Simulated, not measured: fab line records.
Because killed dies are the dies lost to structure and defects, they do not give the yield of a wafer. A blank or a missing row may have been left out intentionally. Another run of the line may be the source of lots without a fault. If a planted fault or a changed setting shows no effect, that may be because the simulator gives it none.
Matching of chambers -- flow nand_harc -- rie_diel-05 running NHARC_A_CHANNEL_FILL_D1_ETCHBACK_20: 4 sister chambers
The step etches the open film in C4F8/O2/Ar, target depth 27 nm, time 13.5 s. 4 wafers are shown with their chamber, then 8 later ones without.

EACH WAFER AND ITS CHAMBER
wafer,chamber,rf_vpp_V (V)
L089.1,3,968
L089.2,2,968
L089.3,0,987
L090.1,1,982

WAFERS WITHOUT THEIR CHAMBER
wafer,rf_vpp_V (V)
L090.5,970
L090.6,987
L092.1,968
L092.3,981
L092.6,987
L097.2,968
L097.3,986
L097.5,987

CHAMBER TAKEN BY EACH
wafer,from the rows above,in truth
L090.5,can't be placed: 2 or 3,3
L090.6,0,0
L092.1,can't be placed: 2 or 3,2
L092.3,1,1
L092.6,0,0
L097.2,can't be placed: 2 or 3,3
L097.3,0,0
L097.5,0,0
5 of 8 placed correctly. Unplaceable from these rows: 3, with the true chamber sitting among the candidates in 3. Number placed wrongly: 0.
How it was worked out, from the rows above alone: a wafer's distance from a chamber is the root of the sum, over the readings, of the square of ((its reading less the chamber's mean) divided by the reading's scatter). If the next closest chamber is less than 2 further off than the closest, the wafer can't be placed; otherwise it belongs to the closest. The mean given for a chamber averages the wafers shown for that chamber. The scatter: root of mean squared gap, hidden wafer to nearest shown wafer, with one shown wafer a chamber.
